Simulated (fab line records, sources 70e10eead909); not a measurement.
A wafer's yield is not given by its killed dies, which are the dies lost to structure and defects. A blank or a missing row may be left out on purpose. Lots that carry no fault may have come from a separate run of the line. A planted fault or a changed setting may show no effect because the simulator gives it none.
The tool behind it: which one? ; flow nand_harc ; 72 wafers from 24 lots sampled at 6 of the route's 1159 steps

WHAT THE GAUGES READ, wafer by wafer
NHARC_P_GATE_CD_MEAS_33. Usual: cd_nm at 120.1 nm, with a standard deviation of 2.5.
lot;measured;on;cd_nm (nm);flag
L074;day 4 19:16;cd_sem-02;119.0 118.2 119.7;
L075;day 4 18:58;cd_sem-01;120.0 123.0 120.5;
L076;day 5 06:01;cd_sem-01;123.1 122.0 120.8;
L077;day 5 05:49;cd_sem-01;118.3 124.7 127.2;
L078;day 6 01:25;cd_sem-03;120.5 120.5 120.9;
L079;day 6 01:58;cd_sem-02;122.7 116.8 121.0;
L080;day 6 00:30;cd_sem-01;121.4 119.1 117.1;
L081;day 6 12:59;cd_sem-03;118.6 115.3 119.4;
L082;day 6 17:45;cd_sem-03;119.7 117.3 114.5;
L083;day 6 18:24;cd_sem-02;119.4 119.0 119.7;
L084;day 7 09:45;cd_sem-02;121.4 119.1 119.4;
L085;day 7 10:19;cd_sem-02;121.9 121.6 120.1;
L086;day 7 20:46;cd_sem-01;115.4 117.9 122.4;
L087;day 7 21:23;cd_sem-02;127.1 120.1 121.3;
L088;day 7 21:44;cd_sem-03;120.0 118.2 116.1;
L090;day 8 15:29;cd_sem-02;119.0 117.4 120.5;
L089;day 8 16:04;cd_sem-03;123.1 118.2 119.3;
L091;day 9 00:15;cd_sem-02;122.3 125.1 121.7;
L092;day 9 06:36;cd_sem-01;121.9 122.8 119.3;
L093;day 9 15:57;cd_sem-03;116.5 122.0 124.7;
L094;day 9 17:00;cd_sem-01;125.9 119.6 124.4;
L095;day 10 01:01;cd_sem-02;117.3 120.3 118.5;
L096;day 10 05:56;cd_sem-01;121.1 116.9 119.6;
L097;day 10 15:26;cd_sem-01;120.7 123.2 118.6;

NHARC_P_GATE_CD_MEAS_91: the cd target is 2000 nm. Usual: cd_nm at 2000.5 nm, with a standard deviation of 1.5.
lot;measured;on;cd_nm (nm);flag
L074;day 5 12:13;cd_sem-02;2001.5 1999.1 2000.2;
L075;day 5 11:52;cd_sem-02;1999.7 1999.3 2001.1;
L076;day 5 22:35;cd_sem-01;1998.6 1998.0 1998.2;
L077;day 5 20:23;cd_sem-03;2002.2 2002.0 2001.3;
L078;day 6 15:50;cd_sem-03;2000.7 2002.3 2003.8;
L079;day 6 16:40;cd_sem-02;2001.1 2001.1 2001.1;
L080;day 6 15:13;cd_sem-01;1999.3 1998.3 2000.0;
L081;day 7 03:24;cd_sem-01;1999.8 2000.7 1997.4;
L082;day 7 08:16;cd_sem-02;2001.2 2004.6 2002.6;
L083;day 7 08:49;cd_sem-01;1998.6 2001.2 1999.9;
L084;day 8 00:04;cd_sem-02;1999.4 2000.4 2000.8;
L085;day 8 00:32;cd_sem-01;2002.0 2001.7 2000.0;
L086;day 8 11:16;cd_sem-01;1999.7 1998.9 1999.1;
L087;day 8 11:52;cd_sem-01;1999.9 1999.2 2000.0;
L088;day 8 12:04;cd_sem-01;2001.3 1999.9 2001.6;
L090;day 9 05:47;cd_sem-03;2001.6 2002.2 2002.3;
L089;day 9 06:35;cd_sem-03;1999.4 2002.1 2002.7;
L091;day 9 14:39;cd_sem-03;2002.3 2001.1 1999.3;
L092;day 9 21:08;cd_sem-01;2001.5 1998.9 2000.1;
L093;day 10 06:20;cd_sem-01;2000.4 2003.8 2002.9;
L094;day 10 09:20;cd_sem-01;2001.9 2000.7 2000.5;
L095;day 10 15:24;cd_sem-03;2001.0 2000.9 1999.9;
L096;day 10 20:17;cd_sem-03;2000.7 2001.5 2000.5;
L097;day 11 06:27;cd_sem-03;1999.4 2002.1 2000.6;

EACH LOT AND THE TOOL THAT RAN IT (in order: tool; ch and the chambers of the sampled wafers; start)
lot;NHARC_P_STI_DESCUM_14;NHARC_P_GATE_HM_DEP_102;NHARC_P_GATE_ETCH_104;NHARC_P_GATE_ETCH_114
L074;rie_diel-11 ch 1,3, day 2 13:52;acl_dep-01 ch 0, day 4 16:59;rie_diel-06 ch 0,2, day 4 18:25;rie_diel-06 ch 0,2,3, day 4 19:16 or earlier
L075;rie_diel-05 ch 1,2,3, day 2 14:02;acl_dep-02 ch 0, day 4 16:28;rie_diel-03 ch 0,3, day 4 18:04;rie_diel-03 ch 0,2,3, day 4 18:58 or earlier
L076;rie_diel-05 ch 1,2,3, day 3 01:04;acl_dep-02 ch 0, day 5 03:15;rie_diel-03 ch 0,2,3, day 5 05:15;rie_diel-03 ch 0,2,3, day 5 06:01 or earlier
L077;rie_diel-11 ch 0,1,3, day 3 05:58;acl_dep-01 ch 0, day 5 03:15;rie_diel-06 ch 0,2, day 5 05:01;rie_diel-06 ch 0,1, day 5 05:49 or earlier
L078;rie_diel-01 ch 0,1,2, day 3 12:23;acl_dep-03 ch 0, day 5 23:03;rie_diel-08 ch 0,1,2, day 6 00:43;rie_diel-08 ch 1,2, day 6 01:25 or earlier
L079;rie_diel-05 ch 0,3, day 3 20:35;acl_dep-02 ch 0, day 5 22:56;rie_diel-03 ch 0,1,2, day 6 00:35;rie_diel-03 ch 0,2, day 6 01:58 or earlier
L080;rie_diel-01 ch 0,1,2, day 3 20:45;acl_dep-02 ch 0, day 5 22:17;rie_diel-03 ch 0,3, day 5 23:46;rie_diel-03 ch 0,1,3, day 6 00:30 or earlier
L081;rie_diel-05 ch 1,2,3, day 4 05:41;acl_dep-02 ch 0, day 6 10:46;rie_diel-03 ch 1,2,3, day 6 12:16;rie_diel-03 ch 1,2,3, day 6 12:59 or earlier
L082;rie_diel-05 ch 0,2, day 4 11:04;acl_dep-02 ch 0, day 6 15:23;rie_diel-03 ch 0,1,2, day 6 17:03;rie_diel-03 ch 0,1,2, day 6 17:45 or earlier
L083;rie_diel-01 ch 1,2,3, day 4 17:47;acl_dep-02 ch 0, day 6 16:08;rie_diel-08 ch 0,2,3, day 6 17:40;rie_diel-08 ch 0,2, day 6 18:24 or earlier
L084;rie_diel-01 ch 0,2, day 5 02:32;acl_dep-01 ch 0, day 7 07:29;rie_diel-06 ch 0,1,2, day 7 09:03;rie_diel-06 ch 1,3, day 7 09:45 or earlier
L085;rie_diel-11 ch 0,2,3, day 5 02:42;acl_dep-03 ch 0, day 7 08:02;rie_diel-06 ch 1,3, day 7 09:32;rie_diel-06 ch 0,2, day 7 10:19 or earlier
L086;rie_diel-01 ch 1,2,3, day 5 12:32;acl_dep-01 ch 0, day 7 18:31;rie_diel-06 ch 0,3, day 7 20:01;rie_diel-06 ch 0,1,2, day 7 20:46 or earlier
L087;rie_diel-05 ch 0,1,3, day 5 16:46;acl_dep-01 ch 0, day 7 19:03;rie_diel-06 ch 0,2,3, day 7 20:40;rie_diel-06 ch 0,2,3, day 7 21:23 or earlier
L088;rie_diel-01 ch 1,2,3, day 6 00:41;acl_dep-02 ch 0, day 7 19:26;rie_diel-06 ch 0,3, day 7 20:57;rie_diel-06 ch 0,1, day 7 21:44 or earlier
L090;rie_diel-11 ch 0,3, day 6 08:34;acl_dep-02 ch 0, day 8 13:15;rie_diel-06 ch 1,2,3, day 8 14:47;rie_diel-06 ch 2,3, day 8 15:29 or earlier
L089;rie_diel-05 ch 0,1,2, day 6 08:45;acl_dep-01 ch 0, day 8 13:36;rie_diel-03 ch 2,3, day 8 15:16;rie_diel-03 ch 1,2,3, day 8 16:04 or earlier
L091;rie_diel-01 ch 1,3, day 6 16:55;acl_dep-01 ch 0, day 8 21:48;rie_diel-08 ch 0,3, day 8 23:25;rie_diel-08 ch 0,1, day 9 00:15 or earlier
L092;rie_diel-11 ch 1,2,3, day 6 23:02;acl_dep-03 ch 0, day 9 04:09;rie_diel-03 ch 0,1,3, day 9 05:42;rie_diel-03 ch 0,3, day 9 06:36 or earlier
L093;rie_diel-01 ch 0,1,3, day 7 07:16;acl_dep-03 ch 0, day 9 13:23;rie_diel-06 ch 1,3, day 9 15:08;rie_diel-06 ch 1,3, day 9 15:57 or earlier
L094;rie_diel-11 ch 0,2,3, day 7 11:22;acl_dep-02 ch 0, day 9 12:50;rie_diel-08 ch 0,1,3, day 9 14:53;rie_diel-08 ch 0,2,3, day 9 17:00 or earlier
L095;rie_diel-05 ch 0,2,3, day 7 17:14;acl_dep-02 ch 0, day 9 22:17;rie_diel-06 ch 2,3, day 10 00:04;rie_diel-06 ch 0,1,2, day 10 01:01 or earlier
L096;rie_diel-01 ch 0,1,3, day 8 00:13;acl_dep-03 ch 0, day 10 02:28;rie_diel-08 ch 1,2, day 10 04:19;rie_diel-08 ch 0,1, day 10 05:56 or earlier
L097;rie_diel-11 ch 0,1, day 8 05:04;acl_dep-01 ch 0, day 10 13:17;rie_diel-06 ch 0,1,2, day 10 14:43;rie_diel-06 ch 0,1,2, day 10 15:26 or earlier
- NHARC_P_STI_DESCUM_14: chemistry O2, time 3 s.
- NHARC_P_GATE_HM_DEP_102: deposits aC, target thk 120 nm.
- NHARC_P_GATE_ETCH_104: etches the open film in CF4/CHF3, target depth 60 nm.
- NHARC_P_GATE_ETCH_114: etches the open film in CF4/O2, target depth 30 nm, overetch 3 nm, time 16.5 s.

WHAT THE TOOLS THEMSELVES READ (means of the sampled wafers that have a number; where no wafer has one, the mark that the record gives instead)
NHARC_P_STI_DESCUM_14. Usual: drypump_motor_current_A 5.5 A, standard deviation 0.53; oes_product_au 1.001 a.u., standard deviation 0.0095; rf_vpp_V 57.9 V, standard deviation 0.87; showerhead_plenum_p_Torr 1.95 Torr, standard deviation 0.082; throttle_valve_pct 11.310 %, standard deviation 0.009.
lot;tool;drypump_motor_current_A (A);oes_product_au (a.u.);rf_vpp_V (V);showerhead_plenum_p_Torr (Torr);throttle_valve_pct (%);flag
L074;rie_diel-11;5.5;1.011;57.4;1.84;11.302;
L075;rie_diel-05;5.3;0.998;57.1;1.97;11.320;
L076;rie_diel-05;5.3;1.004;58.5;1.97;11.325;
L077;rie_diel-11;5.2;1.009;58.3;1.90;11.306;
L078;rie_diel-01;5.6;0.986;58.5;1.98;11.314;
L079;rie_diel-05;5.3;1.000;57.7;2.00;11.309;
L080;rie_diel-01;5.6;0.995;58.0;1.98;11.308;
L081;rie_diel-05;5.3;1.009;57.8;1.97;11.308;
L082;rie_diel-05;6.0;1.006;58.2;1.89;11.312;
L083;rie_diel-01;5.9;0.994;58.5;1.99;11.308;
L084;rie_diel-01;5.8;0.992;57.2;1.99;11.310;
L085;rie_diel-11;5.4;0.995;58.4;1.90;11.316;
L086;rie_diel-01;5.9;0.994;57.7;1.99;11.309;
L087;rie_diel-05;5.2;1.004;57.1;1.98;11.298;
L088;rie_diel-01;5.8;0.995;58.3;1.99;11.311;
L090;rie_diel-11;5.3;1.005;57.6;1.98;11.310;
L089;rie_diel-05;5.6;1.008;57.8;1.92;11.309;
L091;rie_diel-01;5.9;1.001;59.1;2.01;11.316;
L092;rie_diel-11;5.4;1.007;57.7;1.83;11.316;
L093;rie_diel-01;5.7;0.991;57.9;2.00;11.321;
L094;rie_diel-11;5.4;1.008;56.7;1.90;11.307;
L095;rie_diel-05;5.7;1.009;57.9;1.94;11.308;
L096;rie_diel-01;5.7;1.000;57.5;2.00;11.306;
L097;rie_diel-11;5.0;1.003;57.9;1.96;11.304;

NHARC_P_GATE_HM_DEP_102. Usual: throttle_valve_pct at 35.000 %, with a standard deviation of 0.0084.
lot;tool;throttle_valve_pct (%);flag
L074;acl_dep-01;35.005;
L075;acl_dep-02;34.999;
L076;acl_dep-02;35.003;
L077;acl_dep-01;35.002;
L078;acl_dep-03;34.998;
L079;acl_dep-02;35.005;
L080;acl_dep-02;34.992;
L081;acl_dep-02;35.004;
L082;acl_dep-02;35.003;
L083;acl_dep-02;34.999;
L084;acl_dep-01;35.000;
L085;acl_dep-03;34.998;
L086;acl_dep-01;34.996;
L087;acl_dep-01;35.001;
L088;acl_dep-02;34.995;
L090;acl_dep-02;34.997;
L089;acl_dep-01;34.998;
L091;acl_dep-01;34.994;
L092;acl_dep-03;35.011;
L093;acl_dep-03;35.001;
L094;acl_dep-02;35.002;
L095;acl_dep-02;34.995;
L096;acl_dep-03;35.000;
L097;acl_dep-01;35.002;

NHARC_P_GATE_ETCH_104. Usual: drypump_motor_current_A 5.9 A, standard deviation 0.4; oes_product_au 0.942 a.u., standard deviation 0.021; rf_vpp_V 369.8 V, standard deviation 1.5; showerhead_plenum_p_Torr 1.55 Torr, standard deviation 0.038; throttle_valve_pct 16.803 %, standard deviation 0.0085.
lot;tool;drypump_motor_current_A (A);oes_product_au (a.u.);rf_vpp_V (V);showerhead_plenum_p_Torr (Torr);throttle_valve_pct (%);flag
L074;rie_diel-06;6.1;0.934;369.3;1.55;16.802;
L075;rie_diel-03;6.1;0.940;369.9;1.51;16.800;
L076;rie_diel-03;5.8;0.948;369.3;1.52;16.807;
L077;rie_diel-06;6.1;0.924;369.8;1.55;16.806;
L078;rie_diel-08;6.2;0.966;369.8;1.55;16.803;
L079;rie_diel-03;6.0;0.953;369.0;1.51;16.798;
L080;rie_diel-03;6.1;0.924;368.1;1.51;16.814;
L081;rie_diel-03;5.6;0.978;369.2;1.53;16.797;
L082;rie_diel-03;6.0;0.982;369.4;1.51;16.796;
L083;rie_diel-08;6.0;0.971;370.2;1.55;16.807;
L084;rie_diel-06;6.0;0.924;370.0;1.55;16.801;
L085;rie_diel-06;5.7;0.934;371.5;1.58;16.801;
L086;rie_diel-06;5.8;0.927;371.1;1.59;16.812;
L087;rie_diel-06;6.0;0.962;369.8;1.57;16.804;
L088;rie_diel-06;5.8;0.920;370.9;1.59;16.805;
L090;rie_diel-06;6.0;0.942;370.6;1.58;16.799;
L089;rie_diel-03;5.5;0.929;369.2;1.52;16.802;
L091;rie_diel-08;5.8;0.951;369.0;1.53;16.802;
L092;rie_diel-03;5.9;0.958;367.7;1.52;16.803;
L093;rie_diel-06;5.7;0.925;370.0;1.58;16.805;
L094;rie_diel-08;5.9;0.923;369.5;1.52;16.801;
L095;rie_diel-06;6.2;0.951;370.6;1.58;16.814;
L096;rie_diel-08;6.2;0.940;370.3;1.58;16.798;
L097;rie_diel-06;6.1;0.928;370.0;1.55;16.809;

NHARC_P_GATE_ETCH_114. Usual: drypump_motor_current_A 5.9 A, standard deviation 0.4; oes_f_703_au 1.000 a.u., standard deviation 0.004; oes_product_au 1.001 a.u., standard deviation 0.011; rf_vpp_V 197.3 V, standard deviation 1.1; showerhead_plenum_p_Torr 1.31 Torr, standard deviation 0.032; throttle_valve_pct 13.397 %, standard deviation 0.0091.
lot;tool;drypump_motor_current_A (A);oes_f_703_au (a.u.);oes_product_au (a.u.);rf_vpp_V (V);showerhead_plenum_p_Torr (Torr);throttle_valve_pct (%);flag
L074;rie_diel-06;6.1;1.002;1.001;197.5;1.33;13.396;
L075;rie_diel-03;5.8;0.998;1.011;197.0;1.29;13.402;
L076;rie_diel-03;5.8;1.001;1.014;196.7;1.29;13.396;
L077;rie_diel-06;5.8;0.997;1.013;197.3;1.32;13.394;
L078;rie_diel-08;6.1;0.997;1.002;197.4;1.32;13.400;
L079;rie_diel-03;5.9;1.002;1.010;196.4;1.27;13.394;
L080;rie_diel-03;5.9;1.002;0.994;196.4;1.29;13.397;
L081;rie_diel-03;5.6;1.005;1.007;197.5;1.29;13.401;
L082;rie_diel-03;6.0;0.998;1.013;197.7;1.27;13.389;
L083;rie_diel-08;6.3;0.999;0.995;196.7;1.30;13.394;
L084;rie_diel-06;5.7;0.997;1.010;197.7;1.36;13.395;
L085;rie_diel-06;6.1;0.999;0.998;196.9;1.31;13.400;
L086;rie_diel-06;6.0;1.004;0.998;198.1;1.32;13.396;
L087;rie_diel-06;6.1;1.004;1.004;198.1;1.33;13.393;
L088;rie_diel-06;5.8;0.999;1.005;197.2;1.31;13.409;
L090;rie_diel-06;6.0;1.001;0.989;198.3;1.35;13.389;
L089;rie_diel-03;5.6;0.998;1.009;196.9;1.29;13.401;
L091;rie_diel-08;6.1;1.000;0.987;196.7;1.28;13.394;
L092;rie_diel-03;5.7;0.996;1.001;196.9;1.29;13.398;
L093;rie_diel-06;5.7;1.000;0.995;198.5;1.35;13.396;
L094;rie_diel-08;6.0;1.000;0.992;197.2;1.31;13.404;
L095;rie_diel-06;6.0;1.001;1.001;197.4;1.31;13.398;
L096;rie_diel-08;6.1;0.998;0.994;196.5;1.27;13.398;
L097;rie_diel-06;6.0;1.002;1.002;198.1;1.31;13.388;

THE ANSWER, worked out from the rows above alone
Rule: lot off if the mean of its wafers having a number is beyond 3 standard deviations from the usual mean. Also off: a lot with no number at a reading for which 4 or more lots have one. The other lots that the step has rows for count as sound. The gauges are gone through in route order, then the tools' own readings, and for those a lot's mean is taken as printed above. At the first step where some lot is off, the reading lying furthest off is the one used; lots without a number count as furthest.
Across all readings shown, no lot is off: no conclusion can be drawn from this.

WHAT WAS PUT IN BY THE SIMULATOR
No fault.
